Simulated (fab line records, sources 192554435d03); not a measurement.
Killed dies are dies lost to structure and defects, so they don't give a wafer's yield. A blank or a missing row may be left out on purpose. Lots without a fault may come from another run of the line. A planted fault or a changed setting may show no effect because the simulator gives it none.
fab line records | flow n5_finfet
record lots=4 wafers=11 last_day=15
route steps=1938 shown BEOL_M11@1566 BEOL_M12@1602 BEOL_M15@1830
lots that met no fault: from a run of the same line without faults
start_h: hours from the record's first day to the start of the lot's first wafer shown | wait_h: hours since the lot's step before | " the same as in the row above | L1.1+2: a row that stands for several wafers | - no value, or no start given | * or withheld: withheld | < > ~ a bound
route shown NAME@n: a module of which the file shows steps, and the number in the route of the first | usual: mean/standard deviation of fault-free wafers | same: alike in all rows | chamber/n: place in a boat | sites: the reading at each site | _std_site: their standard deviation | _edge_site: outer sites' mean less inner sites' | radius_mm: how far each site lies from the wafer's centre | mask NAME#n: copy n | behind: the tool/chamber that last shaped the wafer | hold: why the lot was held/for how many hours/how that ended | device: the transistor (n, p or np) that didn't switch | end of line: the same wafers' tests at the end of the route | a step without rows: its recipe alone | killed: dies lost to structure and defects at the first sort, not the wafer's yield | map: a wafer's dies, x killed, . not, _ none there
set.NAME: the setting as run; set.NAME@STEP: as run at that earlier step | model.NAME: the simulator's own value behind a step, which no gauge read
lots at some steps of the route; a table a step, a row a wafer
services: from which hour (start_h, from the record's first day; less than 0 if before it) a tool's chamber was out of use, for how many hours, and why
## steps
# step N5_BEOL_M11_PEB_26
# recipe peb_temp_c=withheld peb_time_s=60 resist=CAR-ArF
# step N5_BEOL_M11_DEVELOP_27
# recipe develop_time_s=30 developer=TMAH resist=CAR-ArF rinse_liquid=diw dry=air_spin dev_temp_c=23
# step N5_BEOL_M11_DESCUM_33
# recipe chemistry=O2 time_s=7.9 source_power_w=50 bias_power_w=20 pressure_mtorr=20 rf_frequency_hz=2.712e+07 temp_c=40 resist=CAR-ArF o2_flow_sccm=225
# step N5_BEOL_M11_ETCH_65
# recipe chemistry=CF4 target=SiARC target_depth_a=390 mask_material=CAR-ArF time_s=65 ion_energy_ev=80 pressure_mtorr=40 source_w=545 bias_w=36 Ar_flow_sccm=100 cf4_flow_sccm=100 ends=cleared
# step N5_BEOL_M11_ETCH_66
# recipe chemistry=N2/H2 target=SOC target_depth_a=1200 overetch_a=240 mask_material=SiARC temp_c=40 time_s=180 ion_energy_ev=200 pressure_mtorr=30 source_w=840 bias_w=150 n2_flow_sccm=200 h2_flow_sccm=200
# step N5_BEOL_M11_STRIP_69
# recipe chemistry=N2/H2 temp_c=40 n2_flow_sccm=200 h2_flow_sccm=200 rf_frequency_hz=6e+07
# step N5_BEOL_M11_VIA_ETCH_34
# recipe chemistry=C4F6/O2 target=SiCOH_lowk target_depth_a=1845 mask_material=SOC taper_deg=4 time_s=69.2 ion_energy_ev=250 pressure_mtorr=30 source_w=345 bias_w=185 Ar_flow_sccm=300 C4F6_flow_sccm=10 O2_flow_sccm=10
# step N5_BEOL_M11_STRIP_73
# recipe chemistry=C4F6/O2 resist=SiARC rf_frequency_hz=6e+07
# step N5_BEOL_M11_STRIP_36
# recipe chemistry=N2/H2 power_w=450 temp_c=40 pressure_mtorr=20 rf_frequency_hz=6e+07 overash_fraction=0.3 bias_power_w=7 h2_frac=0.5 n2_flow_sccm=200 h2_flow_sccm=200
# step N5_BEOL_M11_TRENCH_ETCH_37
# recipe chemistry=C4F6/O2 target_depth_a=1488.3 target=SiCOH_lowk time_s=48 ion_energy_ev=250 pressure_mtorr=30 source_w=345 bias_w=185 Ar_flow_sccm=300 C4F6_flow_sccm=10 O2_flow_sccm=10
# usual drypump_motor_current_A=5.9/0.35 mfc_ar_sccm=300.1/0.91 oes_product_au=0.80/0.078 rf_vpp_V=665/8.3 run_length_s=71.4/0.51 showerhead_plenum_p_Torr=2.84/0.071 throttle_valve_pct=20.9/0.33
# columns lot.wafer tool chamber start_h wait_h drypump_motor_current_A mfc_ar_sccm oes_product_au rf_hours_counter_h rf_vpp_V run_length_s showerhead_plenum_p_Torr throttle_valve_pct model.BEOL_M11.feature_depth_nm model.etch.depth_nm model.TiN_of_BEOL_M11_HM_DEP_02.thk_nm
L658.1 rie_diel-06 1 243.53 - 5.9 300.5 0.69 236 677 71.2 2.81 21.5 146.8 146.8 15.6
L658.2 " 2 " " 5.2 298.6 0.81 97 676 72.4 2.86 21.1 149.2 149.1 15.6
L658.5 " 3 " " 5.8 300.2 0.89 - 658 71.8 2.89 20.5 151.6 151.5 15.6
L663.1 rie_diel-06 1 270.13 - 5.9 300.4 0.68 245 677 83.3 2.81 21.5 181.4 181.5 15.2
L663.4 " 0 " " 5.7 301.4 0.97 1 673 70.9 2.91 20.6 150.8 150.8 15.8
L665.1 rie_diel-06 2 297.31 - 5.2 299.4 0.79 116 675 84.3 2.85 21.1 185.6 185.5 14.4
L665.3 " 0 " " 5.8 299.7 0.91 - 672 70.8 2.90 20.6 150.6 150.7 15.6
L665.4 " 2 " " 5.2 300.2 0.79 - 675 72.5 2.85 21.1 147.8 147.8 15.6
L669.1 rie_diel-03 1 306.82 - 6.1 299.5 0.71 207 673 72.0 2.94 21.4 146.6 146.6 16.2
L669.4 " 0 " " 5.6 299.9 0.85 84 658 72.1 2.77 20.4 150 150 15.8
L669.5 " 1 " " 6.1 300.0 0.72 - 674 72.4 2.94 21.4 147.2 147.1 16
# step N5_BEOL_M11_ETCH_41
# recipe chemistry=CH3F/O2 target=SiCN target_depth_a=426 taper_deg=2 time_s=86 ion_energy_ev=120 mask_material=TiN pressure_mtorr=30 source_w=395 bias_w=75 Ar_flow_sccm=150 CH3F_flow_sccm=30 O2_flow_sccm=20
# step N5_BEOL_M11_STRIP_77
# recipe chemistry=N2/H2 time_s=10 power_w=450 temp_c=40 pressure_mtorr=20 rf_frequency_hz=6e+07 bias_power_w=7 n2_flow_sccm=200 h2_flow_sccm=200
# step N5_BEOL_M11_OCD_MEAS_38
# usual trench_depth_nm=148.5/1.9
# columns lot.wafer tool chamber start_h wait_h trench_depth_nm
L658.1 ocd-01 - 243.72 - 146.9
L658.2 " - " " 149.0
L658.5 " - " " 152.1
L663.1 ocd-01 - 270.31 - 181.2
L663.4 " - " " 151.1
L665.1 ocd-01 - 297.57 - 185.5
L665.3 " - " " 150.1
L665.4 " - " " 147.7
L669.1 ocd-02 - 307.00 - 146.1
L669.4 " - " " 149.7
L669.5 " - " " 146.7
# step N5_BEOL_M11_HM_STRIP_39
# recipe chemistry=peroxide_tin_strip material=TiN target_depth_a=250 temp_c=50 time_s=158
# step N5_BEOL_M11_SRD_40
# recipe time_s=30 temp_c=23 rinse_liquid=diw dry=ipa_marangoni
# step N5_BEOL_M11_PRECLEAN_42
# recipe chemistry=residue_remover time_s=60 temp_c=40
# step N5_BEOL_M11_SRD_43
# recipe time_s=30 temp_c=23 rinse_liquid=diw dry=ipa_marangoni
# step N5_BEOL_M11_CURE_72
# recipe temp_c=370 time_s=120 ambient=DMADMS/He material=SiCOH_lowk
# step N5_BEOL_M11_DEGAS_44
# recipe ambient=vacuum temp_c=250 time_s=60
# step N5_BEOL_M11_PRE_CLEAN_45
# recipe gas=H2/He time_s=30 temp_c=250
# step N5_BEOL_M11_ALD_74
# recipe material=TaN target_thk_a=20 temp_c=275 ald_precursor_family=PDMAT ald_co_reactant=NH3 pressure_torr=3 carrier_flow_sccm=1500 pulse_time_s=2 purge_time_s=3 co_reactant_purge_time_s=2 co_reactant_pulse_time_s=3 ald_cycles=40 precursor_vessel_temp_c=75 precursor_vessel_pressure_torr=26.25 precursor_vessel_carrier_sccm=1000
# step N5_BEOL_M11_SURFACE_TREAT_76
# recipe gas=Ar time_s=* ion_energy_ev=* ion_current_ma_cm2=0.5 pressure_mtorr=* ar_flow_sccm=30
# step N5_BEOL_M11_CVD_75
# recipe material=Co target_thk_a=20 temp_c=withheld precursor=CCTBA/H2 pressure_torr=30 time_s=138.9
# step N5_BEOL_M11_SPUTTER_48
# recipe material=Cu target_thk_a=120 temp_c=-20 bias_v=60 power_w=26000 chamber_pressure_pa=0.13 time_s=2
# step N5_BEOL_M11_ECD_50
# recipe material=Cu target_thk_a=3180
# step N5_BEOL_M11_ANNEAL_51
# recipe temp_c=225 time_s=90 ambient=N2
# step N5_BEOL_M11_CMP_52
# recipe stop_on=SiCOH_lowk t_overpolish_s=7 down_force_psi=1 platen_rpm=50 clearing_platen_down_force_psi=1.5 clearing_platen_rpm=50 post_cmp_clean=cu_alkaline target_thk_nm=140 clearing_platen_pad_velocity_m_s=0.99484 pad_velocity_m_s=0.99484
# usual motor_current_A=6.0/0.8 retaining_ring_pressure_frac=1.000/0.0047
# columns lot.wafer tool chamber start_h wait_h motor_current_A retaining_ring_pressure_frac model.Cu_of_BEOL_M11_ECD_50.thk_nm
L658.2 cmp-03 1 247.82 0.4 5.2 0.980 140.2
L658.1 " 2 " " 6.4 1.003 138.4
L658.5 " 2 " " 6.6 0.999 143.8
L663.4 cmp-02 1 273.46 0.1 5.9 0.999 141.8
L663.1 " 2 " " 5.4 0.992 172
L665.4 cmp-03 2 300.06 0.2 7.0 0.996 137.8
L665.3 " 3 " " 7.8 1.000 141.2
L665.1 " 0 " " 6.5 1.003 175.2
L669.1 cmp-03 1 310.71 0.3 5.5 0.999 136.8
L669.4 " 3 " " 7.3 0.992 140
L669.5 " 0 " " 6.4 1.002 138
# step N5_BEOL_M11_THK_MEAS_53
# recipe thk_meas_gauge=xrf reads=Cu_of_BEOL_M11_ECD_50
# usual M11_THK=138.0/2.5
# columns lot.wafer tool chamber start_h wait_h M11_THK[nm]
L658.1 film_metro-02 - 248.11 - 137.6
L658.2 " - " " 138.8
L658.5 " - " " 142.4
L663.1 film_metro-02 - 273.75 - 167.6
L663.4 " - " " 138.2
L665.1 film_metro-01 - 300.32 - 174.4
L665.3 " - " " 140.5
L665.4 " - " " 138.3
L669.1 film_metro-01 - 310.96 - 134.7
L669.4 " - " " 138.0
L669.5 " - " " 135.9
# step N5_BEOL_M11_PRE_CLEAN_55
# recipe gas=NH3 time_s=15 temp_c=withheld rf_power_w=300
# step N5_BEOL_M11_DEP_56
# recipe material=SiCN target_thk_a=300 temp_c=withheld precursor=3MS/NH3 pressure_torr=3 rf_w=675 time_s=10.5
# step N5_BEOL_M11_RS_MEAS_57
# recipe thk_meas_gauge=four-point-probe reads=Cu_of_BEOL_M11_ECD_50+Co_of_BEOL_M11_CVD_75+TaN_of_BEOL_M11_ALD_74
# usual M11_RS=0.1509/0.0025
# columns lot.wafer tool chamber start_h wait_h M11_RS[ohm/sq]
L658.1 film_metro-02 - 248.24 0.0 0.1526
L658.2 " - " " 0.1506
L658.5 " - " " 0.1458
L663.1 film_metro-02 - 273.88 0.0 0.1206
L663.4 " - " " 0.1483
L665.1 film_metro-01 - 300.47 0.1 0.1184
L665.3 " - " " 0.1495
L665.4 " - " " 0.1532
L669.1 film_metro-01 - 311.09 0.0 0.1548
L669.4 " - " " 0.1508
L669.5 " - " " 0.1528
# step N5_BEOL_M12_ILD_DEP_00
# recipe material=SiOC target_thk_a=6589.2 temp_c=350 precursor=DEMS/O2 pressure_torr=5 rf_w=500 time_s=130.7
# step N5_BEOL_M12_COAT_58
# recipe resist=BARC temp_c=205 time_s=60 spin_rpm=1500 resist_thk_nm=89
# step N5_BEOL_M12_COAT_04
# recipe spin_rpm=1625 resist_thk_nm=400
# step N5_BEOL_M12_EBR_06
# recipe solvent=PGMEA ebr_width_mm=1.5
# step N5_BEOL_M12_SOFTBAKE_05
# recipe temp_c=130 time_s=60
# step N5_BEOL_M15_RC_MEAS_101
# usual COMB_M10=1.5e-11/3.5e-12 COMB_M12=6.1e-12/1.5e-12 COMB_M13=4.9e-12/1e-12 COMB_M14=3.6e-12/9.2e-13 COMB_M15=2.5e-12/7.2e-13 COMB_M5=3.6e-11/8.2e-12 COMB_M6=2.4e-11/4.7e-12 COMB_M7=2.6e-11/5.5e-12 COMB_M8=2.5e-11/5.1e-12 COMB_M9=1.45e-11/2.6e-12 SERP_M10=3.06/0.083 SERP_M11=3.07/0.061 SERP_M11_max_site=3.17/0.069 SERP_M12=0.637/0.015 SERP_M13=0.308/0.0056 SERP_M14=0.160/0.0033 SERP_M14_max_site=0.162/0.0033 SERP_M5=38.7/1.3 SERP_M6=13.6/0.48 SERP_M7=13.8/0.4 SERP_M8=13.9/0.48 SERP_M9=3.05/0.063
# columns lot.wafer tool chamber start_h wait_h COMB_M10[S/m] COMB_M12[S/m] COMB_M13[S/m] COMB_M14[S/m] COMB_M15[S/m] COMB_M5[S/m] COMB_M6[S/m] COMB_M7[S/m] COMB_M8[S/m] COMB_M9[S/m] SERP_M10[ohm/um] SERP_M11[ohm/um] SERP_M11_max_site[ohm/um] SERP_M12[ohm/um] SERP_M13[ohm/um] SERP_M14[ohm/um] SERP_M14_max_site[ohm/um] SERP_M5[ohm/um] SERP_M6[ohm/um] SERP_M7[ohm/um] SERP_M8[ohm/um] SERP_M9[ohm/um]
L658.1 prober-01 0 272.44 0.0 9e-12 3.8e-12 4.3e-12 3.5e-12 2.1e-12 3.5e-11 2.3e-11 3.3e-11 3.2e-11 1.41e-11 3.12 3.11 3.15 0.658 0.318 0.165 0.167 37.4 13.8 13.6 14.0 2.92
L658.2 " 0 " " 1.1e-11 6e-12 4.1e-12 3.1e-12 1.8e-12 4.8e-11 2.6e-11 1.7e-11 2.7e-11 1.82e-11 3.10 3.13 3.21 0.616 0.317 0.160 0.163 40.0 12.7 13.3 14.1 3.03
L658.5 " 0 " " 1e-11 6.5e-12 4.7e-12 3.3e-12 1.8e-12 3.3e-11 2.6e-11 2e-11 2.2e-11 1.13e-11 3.18 2.96 2.98 0.651 0.319 0.158 0.161 39.4 13.5 13.6 13.8 3.00
L663.1 prober-02 0 300.01 0.0 1.5e-11 1.02e-11 6.1e-12 5.3e-12 3.6e-12 3.7e-11 2.7e-11 2.7e-11 2.5e-11 1.37e-11 3.09 2.43 2.47 0.643 0.298 0.154 0.156 39.8 13.7 15.2 12.9 3.07
L663.4 " 0 " " 2.1e-11 7.4e-12 5.6e-12 5.6e-12 3.9e-12 3.6e-11 2.4e-11 3.1e-11 3.3e-11 1.43e-11 2.96 2.97 3.09 0.638 0.308 0.160 0.161 38.3 13.6 14.6 14.0 2.99
L665.1 prober-01 0 330.64 0.0 1.6e-11 4e-12 4.6e-12 3e-12 2.2e-12 2.8e-11 1.9e-11 2.9e-11 2.5e-11 1.48e-11 3.01 2.38 2.40 0.615 0.309 0.162 0.164 39.1 13.4 13.5 13.5 3.01
L665.3 " 0 " " 1.2e-11 6e-12 4.5e-12 3.1e-12 2.6e-12 3.4e-11 2.5e-11 3.4e-11 1.8e-11 1.41e-11 3.00 3.03 3.22 0.624 0.310 0.156 0.157 39.9 13.9 13.6 14.0 3.00
L665.4 " 0 " " 1.6e-11 3.7e-12 4.5e-12 4e-12 2.8e-12 3.1e-11 3.1e-11 3.3e-11 2.9e-11 1.66e-11 2.87 3.18 3.23 0.610 0.300 0.156 0.159 40.5 14.0 13.5 14.6 2.93
L669.1 prober-01 0 334.88 0.0 1.3e-11 5.6e-12 3.6e-12 2.9e-12 1.6e-12 2.8e-11 1.8e-11 1.6e-11 3.9e-11 1.57e-11 2.93 3.08 3.21 0.619 0.319 0.161 0.163 38.8 13.3 14.7 14.2 3.02
L669.4 " 0 " " 1e-11 4.1e-12 4.5e-12 3.6e-12 2.3e-12 3.1e-11 2.1e-11 2.1e-11 2.4e-11 1.59e-11 2.98 3.05 3.11 0.630 0.318 0.162 0.164 38.7 13.3 12.7 14.9 3.04
L669.5 " 0 " " 1.2e-11 6.1e-12 3.5e-12 2e-12 1.5e-12 3.5e-11 2e-11 2.7e-11 1.9e-11 1.38e-11 3.03 3.09 3.21 0.646 0.310 0.160 0.161 38.4 14.0 13.8 14.0 3.04
# sites SERP_M11 radius_mm=0,75,75,75,75,140,140,140,140
L658.1 3.12 3.15 3.11 3.09 3.11 3.15 3.07 3.05 3.07
L663.1 2.43 2.43 2.42 2.39 2.44 2.47 2.41 2.44 2.45
L665.1 2.34 2.40 2.39 2.33 2.38 2.37 2.37 2.38 2.40
L669.1 3.05 3.14 3.03 3.08 3.08 3.21 3.06 3.16 3.12
## services
# columns tool chamber start_h hours kind
rie_diel-06 0 255.87 - clean
rie_diel-06 0 255.87 - consumable_replace:focus_ring
rie_diel-06 0 255.87 11.8 scheduled_down
rie_diel-06 0 255.87 11.8 vent_cycle
cmp-02 - 260.23 0.3 repair
rie_diel-03 0 268.67 3.8 repair
cmp-03 - 269.07 4.0 pm
cmp-03 - 273.07 - consumable_replace:conditioner
cmp-03 - 273.07 - consumable_replace:pad
cmp-02 - 279.17 4.0 pm
cmp-02 - 283.17 - consumable_replace:conditioner
cmp-02 - 283.17 - consumable_replace:pad
rie_diel-06 1 286.23 - clean
rie_diel-06 1 286.23 - consumable_replace:focus_ring
rie_diel-06 1 286.23 25.2 scheduled_down
rie_diel-06 1 286.23 25.2 vent_cycle
cmp-03 - 290.07 0.6 repair
cmp-02 - 304.96 3.9 repair
## key
first_sign step=N5_BEOL_M11_TRENCH_ETCH_37 reading=run_length_s direction=up sigmas=25 usual=* struck=*
effect step=N5_BEOL_M11_OCD_MEAS_38 reading=trench_depth_nm direction=up sigmas=18 usual=148.5 struck=183.4
effect step=N5_BEOL_M11_THK_MEAS_53 reading=M11_THK direction=up sigmas=13 usual=138.0 struck=171.0
effect step=N5_BEOL_M11_RS_MEAS_57 reading=M11_RS direction=down sigmas=13 usual=0.1509 struck=0.1195
effect step=N5_BEOL_M15_RC_MEAS_101 reading=SERP_M11 direction=down sigmas=11 usual=3.07 struck=2.41
model_effect step=N5_BEOL_M11_TRENCH_ETCH_37 value=BEOL_M11.feature_depth_nm without=146.6 struck=183.5
model_effect step=N5_BEOL_M11_CMP_52 value=Cu_of_BEOL_M11_ECD_50.thk_nm without=136.8 struck=173.6
met_at N5_BEOL_M11_TRENCH_ETCH_37
struck_wafers L663.1,L665.1
onset_between 243.53 270.13
fault kind=process_parameter_drift tool=rie_diel-06 chamber=- onset_h=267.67 steps=N5_BEOL_M11_TRENCH_ETCH_37 channel=time_s offset=* shape=step end_h=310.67 scope=struck_wafers_only acts_in=* stated=*
